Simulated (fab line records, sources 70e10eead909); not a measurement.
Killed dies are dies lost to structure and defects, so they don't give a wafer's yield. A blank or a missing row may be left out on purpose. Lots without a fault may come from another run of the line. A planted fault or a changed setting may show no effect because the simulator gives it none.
fab line records | flow nand_harc
record lots=24 wafers=72 last_day=32
route steps=1302 shown A_M0@1149 A_M1@1201 A_BONDPAD@1215
lots that met no fault: from a run of the same line without faults
start_h: hours from the record's first day to the start of the lot's first wafer shown | wait_h: hours since the lot's step before | " the same as in the row above | L1.1+2: a row that stands for several wafers | - no value, or no start given | * or withheld: withheld | < > ~ a bound
route shown NAME@n: a module of which the file shows steps, and the number in the route of the first | usual: mean/standard deviation of fault-free wafers | same: alike in all rows | chamber/n: place in a boat | sites: the reading at each site | _std_site: their standard deviation | _edge_site: outer sites' mean less inner sites' | radius_mm: how far each site lies from the wafer's centre | mask NAME#n: copy n | behind: the tool/chamber that last shaped the wafer | hold: why the lot was held/for how many hours/how that ended | device: the transistor (n, p or np) that didn't switch | end of line: the same wafers' tests at the end of the route | a step without rows: its recipe alone | killed: dies lost to structure and defects at the first sort, not the wafer's yield | map: a wafer's dies, x killed, . not, _ none there
set.NAME: the setting as run; set.NAME@STEP: as run at that earlier step | model.NAME: the simulator's own value behind a step, which no gauge read
steps of the route over a sample of lots; a table a step, a row a wafer
services: from which hour (start_h, from the record's first day; less than 0 if before it) a tool's chamber was out of use, for how many hours, and why
## steps
# step NHARC_A_M0_INSPECT_11
# usual raw_defect_count=93/36
# columns lot.wafer tool chamber start_h wait_h raw_defect_count
L074.2 defect_inspect-02 - 500.43 0.0 95
L074.3 " - " " 101
L074.6 " - " " 81
L075.3 defect_inspect-02 - 507.29 0.0 76
L075.5 " - " " 81
L075.6 " - " " 73
L076.2 defect_inspect-01 - 522.80 0.0 104
L076.4 " - " " 100
L076.5 " - " " 82
L078.1 defect_inspect-02 - 524.02 0.0 124
L078.4 " - " " 125
L078.6 " - " " 126
L077.3 defect_inspect-02 - 552.07 0.0 109
L077.4 " - " " 114
L077.5 " - " " 121
L080.1 defect_inspect-02 - 556.75 0.0 108
L080.3 " - " " 127
L080.5 " - " " 100
L079.2 defect_inspect-01 - 557.11 0.0 114
L079.3 " - " " 101
L079.6 " - " " 89
L081.1 defect_inspect-02 - 582.22 0.0 135
L081.4 " - " " 134
L081.6 " - " " 131
L082.2 defect_inspect-01 - 588.09 0.0 101
L082.3 " - " " 95
L082.4 " - " " 84
L083.1 defect_inspect-01 - 598.34 0.0 80
L083.2 " - " " 82
L083.6 " - " " 95
L084.1 defect_inspect-01 - 603.37 0.0 121
L084.2 " - " " 116
L084.4 " - " " 105
L085.1 defect_inspect-02 - 606.67 0.0 94
L085.3 " - " " 94
L085.6 " - " " 79
L086.2 defect_inspect-01 - 623.07 0.0 47
L086.3 " - " " 49
L086.6 " - " " 41
L087.1 defect_inspect-01 - 625.23 0.0 121
L087.2 " - " " 139
L087.3 " - " " 102
L088.2 defect_inspect-01 - 630.72 0.0 28
L088.4 " - " " 29
L088.5 " - " " 35
L089.3 defect_inspect-01 - 633.04 0.0 164
L089.4 " - " " 154
L089.6 " - " " 169
L090.3 defect_inspect-02 - 639.97 0.0 26
L090.4 " - " " 29
L090.6 " - " " 33
L092.3 defect_inspect-01 - 671.68 0.0 89
L092.5 " - " " 91
L092.6 " - " " 65
L091.1 defect_inspect-01 - 674.09 0.0 108
L091.5 " - " " 93
L091.6 " - " " 110
L094.4 defect_inspect-01 - 700.64 0.0 159
L094.5 " - " " 180
L094.6 " - " " 163
L093.2 defect_inspect-01 - 702.21 0.0 29
L093.3 " - " " 45
L093.4 " - " " 40
L096.1 defect_inspect-02 - 714.53 0.0 50
L096.2 " - " " 49
L096.4 " - " " 49
L095.2 defect_inspect-01 - 718.81 0.0 63
L095.4 " - " " 71
L095.5 " - " " 64
L097.1 defect_inspect-01 - 724.77 0.0 111
L097.2 " - " " 124
L097.3 " - " " 88
# step NHARC_A_M0_ANNEAL_30
# recipe temp_c=225 time_s=90
# usual wafer_temp_C_max=226.2/0.31
# same time_s=90
# columns lot.wafer tool chamber start_h wait_h wafer_temp_C_max
L074.2 rtp_anneal-02 0 502.21 0.3 225.9
L074.3 " 0 " " 226.0
L074.6 " 0 " " 226.0
L075.3 rtp_anneal-02 0 509.12 0.3 226.0
L075.5 " 0 " " 225.8
L075.6 " 0 " " 226.3
L076.2 rtp_anneal-01 0 524.58 0.3 226.3
L076.4 " 0 " " 226.4
L076.5 " 0 " " 226.9
L078.1 rtp_anneal-02 0 525.74 0.3 225.8
L078.4 " 0 " " 225.5
L078.6 " 0 " " 225.6
L077.3 rtp_anneal-02 0 554.83 - 226.0
L077.4 " 0 " " 226.1
L077.5 " 0 " " 226.2
L080.1 rtp_anneal-01 0 558.47 - 226.2
L080.3 " 0 " " 226.5
L080.5 " 0 " " 226.7
L079.2 rtp_anneal-01 0 558.87 - 226.2
L079.3 " 0 " " 226.6
L079.6 " 0 " " 226.2
L081.1 rtp_anneal-01 0 583.94 - 226.4
L081.4 " 0 " " 226.6
L081.6 " 0 " " 226.1
L082.2 rtp_anneal-01 0 589.86 - 226.1
L082.3 " 0 " " 226.6
L082.4 " 0 " " 226.6
L083.1 rtp_anneal-01 0 600.06 0.3 226.3
L083.2 " 0 " " 226.2
L083.6 " 0 " " 226.5
L084.1 rtp_anneal-01 0 605.09 0.3 226.2
L084.2 " 0 " " 226.3
L084.4 " 0 " " 226.3
L085.1 rtp_anneal-01 0 608.41 - 226.9
L085.3 " 0 " " 226.5
L085.6 " 0 " " 226.0
L086.2 rtp_anneal-02 0 624.88 0.4 226.3
L086.3 " 0 " " 226.0
L086.6 " 0 " " 226.0
L087.1 rtp_anneal-02 0 626.94 - 225.7
L087.2 " 0 " " 226.4
L087.3 " 0 " " 226.1
L088.2 rtp_anneal-01 0 632.49 0.3 225.9
L088.4 " 0 " " 226.0
L088.5 " 0 " " 226.4
L089.3 rtp_anneal-01 0 634.89 0.3 226.2
L089.4 " 0 " " 226.2
L089.6 " 0 " " 226.6
L090.3 rtp_anneal-01 0 641.79 0.3 226.3
L090.4 " 0 " " 225.6
L090.6 " 0 " " 226.1
L092.3 rtp_anneal-01 0 673.51 - 226.2
L092.5 " 0 " " 226.1
L092.6 " 0 " " 226.0
L091.1 rtp_anneal-01 0 675.82 0.3 225.9
L091.5 " 0 " " 226.3
L091.6 " 0 " " 226.8
L094.4 rtp_anneal-02 0 702.52 0.3 226.2
L094.5 " 0 " " 225.9
L094.6 " 0 " " 225.8
L093.2 rtp_anneal-02 0 703.96 - 225.9
L093.3 " 0 " " 226.2
L093.4 " 0 " " 226.0
L096.1 rtp_anneal-01 0 716.30 0.4 226.6
L096.2 " 0 " " 226.4
L096.4 " 0 " " 226.3
L095.2 rtp_anneal-01 0 720.57 - 226.2
L095.4 " 0 " " 226.8
L095.5 " 0 " " 226.1
L097.1 rtp_anneal-01 0 726.53 0.3 226.2
L097.2 " 0 " " 225.9
L097.3 " 0 " " 226.4
# step NHARC_A_M0_PRE_CLEAN_31
# recipe time_s=12 temp_c=370 rf_power_w=300 gas=NH3
# usual heater_power_outer_w=363/51 heater_power_w=636/73 susceptor_temp_C=369.99/0.21
# same time_s=12
# columns lot.wafer tool chamber start_h wait_h heater_power_outer_w heater_power_w susceptor_temp_C
L074.2 pecvd-02 1 503.08 0.1 330 577 370.09
L074.3 " 2 " " 337 619 369.95
L074.6 " 2 " " 335 618 370.14
L075.3 pecvd-01 2 509.92 0.1 430 670 370.10
L075.6 " 2 " " 403 659 370.23
L075.5 " 0 " " 385 640 369.86
L076.2 pecvd-01 1 525.44 0.1 298 572 369.84
L076.5 " 0 " " 371 636 370.04
L076.4 " 1 " " 296 545 369.88
L078.1 pecvd-04 2 526.65 0.1 357 615 370.27
L078.6 " 1 " " 279 525 370.20
L078.4 " 0 " " 399 662 370.05
L077.3 pecvd-04 2 555.62 0.1 356 603 369.71
L077.4 " 1 " " 302 539 369.78
L077.5 " 0 " " 399 673 370.02
L080.3 pecvd-04 2 559.37 0.1 280 515 369.58
L080.1 " 0 " " 418 717 370.16
L080.5 " 1 " " 228 440 370.00
L079.2 pecvd-02 1 559.71 0.1 382 633 370.39
L079.3 " 0 " " 383 686 370.31
L079.6 " 0 " " 394 689 370.15
L081.1 pecvd-02 0 584.84 0.1 424 737 369.78
L081.4 " 1 " " 418 666 369.91
L081.6 " 0 " " 421 713 369.97
L082.3 pecvd-02 0 590.70 0.1 426 728 369.65
L082.2 " 2 " " 407 723 369.87
L082.4 " 0 " " 422 738 369.53
L083.1 pecvd-04 0 600.94 0.1 394 679 370.36
L083.2 " 1 " " 243 447 370.08
L083.6 " 1 " " 231 446 369.87
L084.2 pecvd-04 0 605.99 0.1 406 675 370.04
L084.1 " 1 " " 291 520 370.11
L084.4 " 1 " " 292 514 369.98
L085.1 pecvd-02 1 609.29 0.1 409 700 370.33
L085.3 " 0 " " 411 721 370.05
L085.6 " 0 " " 423 725 369.84
L086.3 pecvd-04 2 625.72 0.1 359 647 369.98
L086.2 " 0 " " 409 707 370.14
L086.6 " 0 " " 402 697 369.68
L087.3 pecvd-02 0 627.83 0.1 414 720 369.96
L087.2 " 1 " " 395 659 370.12
L087.1 " 2 " " 359 674 370.10
L088.2 pecvd-01 2 633.33 0.1 395 648 370.32
L088.5 " 1 " " 364 646 369.88
L088.4 " 0 " " 342 598 370.04
L089.3 pecvd-01 2 635.70 0.1 373 606 370.15
L089.6 " 0 " " 418 715 370.43
L089.4 " 2 " " 368 601 370.02
L090.3 pecvd-02 0 642.57 0.1 347 626 369.95
L090.4 " 0 " " 345 639 370.29
L090.6 " 1 " " 349 589 369.91
L092.3 pecvd-04 2 674.29 0.1 350 628 370.19
L092.6 " 2 " " 353 617 369.92
L092.5 " 0 " " 422 714 370.23
L091.1 pecvd-02 1 676.92 0.3 365 629 369.93
L091.6 " 2 " " 354 676 370.30
L091.5 " 0 " " 403 702 370.09
L094.6 pecvd-04 1 703.29 0.1 266 492 369.85
L094.5 " 2 " " 370 637 370.10
L094.4 " 0 " " 447 745 370.17
L093.2 pecvd-02 2 704.79 0.1 345 647 369.88
L093.3 " 1 " " 408 698 369.59
L093.4 " 2 " " 340 648 370.14
L096.1 pecvd-01 0 717.27 0.2 322 582 369.96
L096.2 " 1 " " 352 670 370.07
L096.4 " 1 " " 359 645 369.85
L095.2 pecvd-04 0 721.41 0.1 440 755 369.98
L095.4 " 0 " " 441 746 370.17
L095.5 " 1 " " 244 474 370.08
L097.2 pecvd-02 0 727.41 0.1 423 694 369.81
L097.3 " 1 " " 423 675 370.55
L097.1 " 2 " " 381 698 369.96
# step NHARC_A_M1_DEP_33
# recipe target_thk_a=300 temp_c=370 target_thk_nm=30 pressure_torr=3 flow_sccm=200 rf_w=450 material=SiCN
# usual heater_power_outer_w=334/41 heater_power_w=593/58 showerhead_vpp_V=1307/52 susceptor_temp_C=369.97/0.2
# columns lot.wafer tool chamber start_h wait_h heater_power_outer_w heater_power_w showerhead_vpp_V susceptor_temp_C
L074.2 pecvd-02 2 507.50 0.1 305 595 1278 370.14
L074.3 " 0 " " 388 698 1279 370.03
L074.6 " 2 " " 314 603 1277 370.59
L075.3 pecvd-01 0 514.38 0.2 353 604 1331 370.12
L075.5 " 2 " " 362 618 1362 369.89
L075.6 " 0 " " 365 614 1334 370.15
L076.2 pecvd-01 1 529.71 0.1 299 554 1338 369.95
L076.5 " 1 " " 300 554 1367 369.86
L076.4 " 2 " " 342 553 1348 370.16
L078.1 pecvd-04 0 530.90 0.1 376 673 1149 370.07
L078.4 " 0 " " 388 666 1141 370.07
L078.6 " 1 " " 251 480 1315 370.04
L077.3 pecvd-01 1 559.85 0.1 291 551 1343 369.60
L077.5 " 0 " " 371 632 1328 370.25
L077.4 " 1 " " 297 543 1322 369.79
L080.1 pecvd-01 2 563.43 0.1 357 595 1377 369.58
L080.3 " 1 " " 306 552 1340 370.07
L080.5 " 0 " " 311 552 1317 369.57
L079.3 pecvd-02 2 563.95 0.1 300 598 1295 370.04
L079.2 " 0 " " 383 709 1283 369.62
L079.6 " 1 " " 269 498 1283 370.19
L081.1 pecvd-02 1 589.13 0.1 343 596 1285 369.89
L081.4 " 2 " " 280 567 1270 369.90
L081.6 " 0 " " 348 645 1274 369.91
L082.3 pecvd-02 1 594.92 0.1 308 550 1302 370.21
L082.2 " 2 " " 373 675 1260 370.27
L082.4 " 2 " " 378 684 1264 370.17
L083.2 pecvd-04 0 605.09 0.1 300 555 1149 370.14
L083.1 " 1 " " 218 423 1314 370.28
L083.6 " 1 " " 218 429 1328 370.07
L084.2 pecvd-01 1 610.08 0.1 301 568 1354 370.00
L084.1 " 0 " " 331 586 1298 369.91
L084.4 " 2 " " 363 606 1376 369.81
L085.3 pecvd-01 1 613.49 0.1 329 606 1350 370.06
L085.1 " 2 " " 329 545 1368 369.55
L085.6 " 0 " " 357 612 1344 369.91
L086.2 pecvd-01 1 629.88 0.1 309 578 1330 370.05
L086.3 " 2 " " 350 596 1347 370.04
L086.6 " 1 " " 320 569 1350 370.12
L087.2 pecvd-04 1 631.95 0.1 191 400 1310 369.88
L087.3 " 2 " " 303 549 1252 369.75
L087.1 " 0 " " 358 637 1147 369.89
L088.2 pecvd-02 1 637.59 0.1 365 617 1300 370.13
L088.4 " 1 " " 367 634 1264 369.97
L088.5 " 2 " " 360 669 1246 369.74
L089.3 pecvd-02 2 640.00 0.1 335 640 1271 370.18
L089.6 " 0 " " 377 659 1284 370.13
L089.4 " 1 " " 373 629 1299 370.10
L090.3 pecvd-01 1 646.76 0.1 322 570 1344 370.08
L090.4 " 2 " " 316 537 1363 369.65
L090.6 " 0 " " 302 550 1307 370.31
L092.3 pecvd-02 0 678.53 0.1 374 679 1276 369.86
L092.5 " 0 " " 375 645 1264 370.30
L092.6 " 1 " " 367 622 1290 370.15
L091.1 pecvd-01 2 681.07 0.1 391 600 1355 369.84
L091.6 " 1 " " 325 609 1342 369.94
L091.5 " 2 " " 384 589 1353 370.26
L094.5 pecvd-01 2 707.62 0.2 372 587 1364 370.13
L094.6 " 0 " " 347 601 1307 370.13
L094.4 " 1 " " 308 577 1354 369.70
L093.2 pecvd-01 1 708.89 0.1 293 568 1358 370.04
L093.3 " 0 " " 375 634 1341 369.76
L093.4 " 1 " " 309 579 1328 370.06
L096.1 pecvd-02 2 723.93 1.6 335 615 1264 370.00
L096.2 " 0 " " 376 674 1299 369.77
L096.4 " 1 " " 353 609 1304 369.80
L095.2 pecvd-01 2 725.90 0.1 365 592 1361 370.59
L095.5 " 0 " " 366 658 1309 369.98
L095.4 " 1 " " 342 627 1355 369.77
L097.2 pecvd-04 1 731.70 0.1 251 475 1314 370.02
L097.3 " 2 " " 323 578 1264 369.63
L097.1 " 0 " " 415 711 1141 369.98
# step NHARC_A_BONDPAD_CD_MEAS_09
# recipe target_cd_nm=500 landing_energy_ev=500
# usual cd_nm=500.1/2
# columns lot.wafer tool chamber start_h wait_h cd_nm
L074.2 cd_sem-02 0 509.27 - 498.6
L074.3 " 0 " " 500.1
L074.6 " 0 " " 499.9
L075.3 cd_sem-01 0 515.97 - 499.0
L075.5 " 0 " " 502.5
L075.6 " 0 " " 502.4
L076.2 cd_sem-01 0 531.32 - 503.4
L076.4 " 0 " " 503.0
L076.5 " 0 " " 504.5
L078.1 cd_sem-02 0 532.64 - 499.7
L078.4 " 0 " " 497.7
L078.6 " 0 " " 498.6
L077.3 cd_sem-01 0 561.56 - 499.3
L077.4 " 0 " " 497.2
L077.5 " 0 " " 498.9
L080.1 cd_sem-02 0 565.20 - 500.9
L080.3 " 0 " " 500.3
L080.5 " 0 " " 498.8
L079.2 cd_sem-02 0 565.74 - 502.0
L079.3 " 0 " " 498.4
L079.6 " 0 " " 502.2
L081.1 cd_sem-02 0 590.91 - 499.1
L081.4 " 0 " " 500.7
L081.6 " 0 " " 501.2
L082.2 cd_sem-02 0 596.57 - 501.3
L082.3 " 0 " " 502.4
L082.4 " 0 " " 503.5
L083.1 cd_sem-01 0 606.83 - 499.5
L083.2 " 0 " " 496.1
L083.6 " 0 " " 497.0
L084.1 cd_sem-01 0 611.85 - 500.0
L084.2 " 0 " " 500.4
L084.4 " 0 " " 500.2
L085.1 cd_sem-03 0 615.16 - 500.8
L085.3 " 0 " " 499.9
L085.6 " 0 " " 500.7
L086.2 cd_sem-01 0 631.49 - 496.0
L086.3 " 0 " " 499.4
L086.6 " 0 " " 495.5
L087.1 cd_sem-01 0 633.73 - 504.2
L087.2 " 0 " " 501.8
L087.3 " 0 " " 503.9
L088.2 cd_sem-02 0 639.37 - 502.4
L088.4 " 0 " " 500.5
L088.5 " 0 " " 499.7
L089.3 cd_sem-01 0 641.78 - 496.0
L089.4 " 0 " " 498.0
L089.6 " 0 " " 495.2
L090.3 cd_sem-02 0 648.33 - 502.2
L090.4 " 0 " " 500.8
L090.6 " 0 " " 501.1
L092.3 cd_sem-03 0 680.19 - 501.0
L092.5 " 0 " " 499.9
L092.6 " 0 " " 500.4
L091.1 cd_sem-03 0 682.80 - 498.2
L091.5 " 0 " " 498.9
L091.6 " 0 " " 500.1
L094.4 cd_sem-02 0 709.28 - 498.3
L094.5 " 0 " " 497.4
L094.6 " 0 " " 500.2
L093.2 cd_sem-01 0 710.68 - 501.2
L093.3 " 0 " " 500.8
L093.4 " 0 " " 502.3
L096.1 cd_sem-01 0 725.55 - 500.9
L096.2 " 0 " " 500.5
L096.4 " 0 " " 503.5
L095.2 cd_sem-02 0 727.69 - 498.8
L095.4 " 0 " " 501.7
L095.5 " 0 " " 500.7
L097.1 cd_sem-01 0 733.48 - 498.1
L097.2 " 0 " " 500.4
L097.3 " 0 " " 498.5
# step NHARC_A_BONDPAD_ETCH_12
# recipe target_depth_a=2200 time_s=110 chf3_flow_sccm=50 o2_flow_sccm=10 ar_flow_sccm=200 rf_w=500 bias_w=200 chemistry=CHF3/O2
# usual drypump_motor_current_A=5.9/0.41 o2_flow_sccm=10.004/0.029 oes_product_au=0.942/0.021 rf_vpp_V=368.9/2 showerhead_plenum_p_Torr=2.33/0.082 throttle_valve_pct=20.573/0.01
# same time_s=110
# columns lot.wafer tool chamber start_h wait_h drypump_motor_current_A o2_flow_sccm oes_product_au rf_hours_counter_h rf_vpp_V showerhead_plenum_p_Torr throttle_valve_pct
L074.3 rie_diel-13 3 - - 5.2 10.037 0.953 0 366.8 2.29 20.592
L074.2 " 0 " " 5.8 9.995 0.987 0 368.9 2.30 20.582
L074.6 " 1 " " 6.3 9.995 0.976 - 368.5 2.27 20.566
L075.3 rie_diel-13 3 - - 5.2 9.993 0.966 0 369.1 2.29 20.568
L075.5 " 2 " " 6.2 9.975 0.957 - 372.8 2.48 20.570
L075.6 " 3 " " 5.2 9.997 0.951 - 368.0 2.29 20.593
L076.2 rie_diel-02 3 - - 5.9 9.965 0.923 23 369.1 2.33 20.589
L076.4 " 0 " " 5.7 10.041 0.914 25 366.6 2.23 20.579
L076.5 " 2 " " 5.5 10.042 0.914 - 367.2 2.30 20.579
L078.1 rie_diel-13 0 - - 5.8 9.957 0.956 1 367.6 2.30 20.591
L078.4 " 1 " " 6.3 9.987 0.954 1 367.2 2.27 20.584
L078.6 " 0 " " 5.8 9.993 0.948 - 366.8 2.30 20.574
L077.3 rie_diel-13 2 - - 6.1 10.028 0.919 2 372.5 2.47 20.565
L077.4 " 0 " " 5.8 9.957 0.919 2 368.6 2.30 20.600
L077.5 " 2 " " 6.1 9.996 0.917 - 373.5 2.47 20.571
L080.1 rie_diel-13 2 - - 6.1 10.033 0.912 2 371.8 2.47 20.571
L080.3 " 3 " " 5.2 10.038 0.913 2 368.0 2.29 20.584
L080.5 " 1 " " 6.3 10.016 0.920 - 367.7 2.27 20.557
L079.3 rie_diel-13 1 - - 6.3 10.003 0.940 2 369.2 2.27 20.586
L079.2 " 3 " " 5.2 10.081 0.962 2 368.3 2.29 20.560
L079.6 " 2 " " 6.2 9.977 0.954 - 372.0 2.47 20.578
L081.4 rie_diel-01 0 - - 4.9 9.995 0.934 17 370.1 2.34 20.553
L081.1 " 1 " " 5.8 9.984 0.922 20 374.2 2.59 20.564
L081.6 " 3 " " 5.5 9.983 0.925 - 372.7 2.46 20.576
L082.3 rie_diel-13 1 - - 6.3 10.004 0.956 2 366.4 2.27 20.581
L082.2 " 2 " " 6.2 9.985 0.960 2 370.9 2.47 20.565
L082.4 " 3 " " 5.2 9.994 0.961 3 369.9 2.29 20.576
L083.2 rie_diel-02 1 - - 6.1 9.970 0.923 9 368.1 2.32 20.605
L083.1 " 3 " " 5.9 9.989 0.927 11 368.1 2.32 20.569
L083.6 " 2 " " 5.4 9.984 0.917 - 367.0 2.30 20.575
L084.1 rie_diel-13 1 - - 6.3 9.984 0.955 3 367.5 2.27 20.570
L084.2 " 2 " " 6.2 9.983 0.946 3 372.4 2.47 20.572
L084.4 " 3 " " 5.2 9.996 0.967 3 368.0 2.29 20.580
L085.3 rie_diel-13 2 - - 6.2 10.006 0.917 3 373.0 2.47 20.567
L085.1 " 0 " " 5.8 10.012 0.921 3 367.8 2.30 20.577
L085.6 " 2 " " 6.2 9.992 0.913 - 371.8 2.47 20.560
L086.3 rie_diel-13 1 - - 6.3 10.010 0.922 4 368.4 2.27 20.569
L086.2 " 2 " " 6.1 9.966 0.899 4 371.1 2.47 20.591
L086.6 " 0 " " 5.8 10.013 0.917 - 366.8 2.30 20.560
L087.3 rie_diel-13 2 - - 6.1 10.008 0.966 4 371.0 2.47 20.580
L087.2 " 3 " " 5.2 10.043 0.942 4 368.9 2.29 20.568
L087.1 " 0 " " 5.8 10.004 0.960 4 368.9 2.30 20.571
L088.4 rie_diel-02 0 - - 5.7 10.024 0.916 15 366.7 2.22 20.571
L088.2 " 3 " " 5.8 9.985 0.925 16 368.1 2.32 20.586
L088.5 " 1 " " 6.2 9.992 0.933 - 368.9 2.31 20.583
L089.3 rie_diel-13 0 - - 5.8 10.035 0.916 4 367.5 2.30 20.576
L089.4 " 2 " " 6.1 10.060 0.907 4 371.6 2.47 20.557
L089.6 " 3 " " 5.2 10.015 0.912 - 367.2 2.29 20.574
L090.3 rie_diel-13 0 - - 5.8 10.026 0.973 5 369.0 2.30 20.572
L090.4 " 3 " " 5.2 9.972 0.958 5 368.3 2.29 20.565
L090.6 " 0 " " 5.8 10.009 0.984 - 368.4 2.30 20.580
L092.3 rie_diel-02 0 - - 5.7 10.041 0.942 17 365.9 2.22 20.569
L092.5 " 3 " " 5.9 9.997 0.923 - 368.0 2.32 20.567
L092.6 " 0 " " 5.7 10.001 0.944 - 366.6 2.22 20.565
L091.1 rie_diel-13 1 - - 6.3 10.021 0.964 0 367.2 2.27 20.572
L091.6 " 2 " " 6.2 10.045 0.967 - 372.2 2.47 20.575
L091.5 " 3 " " 5.2 9.991 0.981 - 369.8 2.29 20.570
L094.4 rie_diel-13 3 - - 5.1 9.980 0.945 0 366.4 2.29 20.579
L094.5 " 0 " " 5.8 10.030 0.955 - 367.3 2.30 20.573
L094.6 " 1 " " 6.3 9.971 0.947 - 367.6 2.27 20.564
L093.2 rie_diel-13 2 - - 6.2 10.010 0.961 0 371.1 2.47 20.554
L093.3 " 3 " " 5.2 10.024 0.950 1 366.4 2.29 20.588
L093.4 " 2 " " 6.1 9.961 0.965 - 372.3 2.47 20.564
L096.2 rie_diel-13 2 - - 6.2 10.000 0.951 1 371.3 2.47 20.568
L096.4 " 0 " " 5.8 10.054 0.943 1 367.1 2.30 20.582
L096.1 " 1 " " 6.3 9.995 0.946 1 366.3 2.27 20.570
L095.4 rie_diel-13 1 - - 6.2 10.020 0.965 1 368.6 2.27 20.566
L095.2 " 2 " " 6.2 10.016 0.953 1 373.2 2.47 20.565
L095.5 " 2 " " 6.2 10.079 0.960 - 372.5 2.47 20.572
L097.3 rie_diel-13 1 - - 6.3 9.958 0.945 1 368.4 2.27 20.553
L097.2 " 2 " " 6.1 10.025 0.950 1 372.1 2.47 20.576
L097.1 " 3 " " 5.2 9.988 0.948 1 369.0 2.29 20.585
## services
# columns tool chamber start_h hours kind
rie_diel-13 - 495.24 9.0 pm
rie_diel-13 0 495.24 9.0 vent_cycle
rie_diel-13 1 495.24 9.0 vent_cycle
rie_diel-13 2 495.24 9.0 vent_cycle
rie_diel-13 3 495.24 9.0 vent_cycle
rie_diel-13 0 504.24 - clean
pecvd-01 1 513.91 4.2 repair
pecvd-02 - 532.35 2.1 repair
rie_diel-01 - 534.69 9.0 pm
pecvd-01 1 539.24 6.0 repair
rie_diel-02 - 546.98 9.0 pm
pecvd-02 - 565.66 13.0 pm
pecvd-04 - 607.49 13.0 pm
rie_diel-13 3 615.02 5.6 repair
rie_diel-02 0 642.01 23.0 repair
pecvd-01 - 649.26 13.0 pm
rie_diel-13 - 672.24 9.0 pm
pecvd-04 2 700.54 2.5 repair
rie_diel-13 2 702.76 4.6 repair
rie_diel-13 1 710.52 4.5 repair
rie_diel-01 - 711.69 9.0 pm
rtp_anneal-02 - 720.00 12.0 pm
rie_diel-02 - 723.98 9.0 pm
rie_diel-01 0 729.53 2.4 repair
## key
fault none
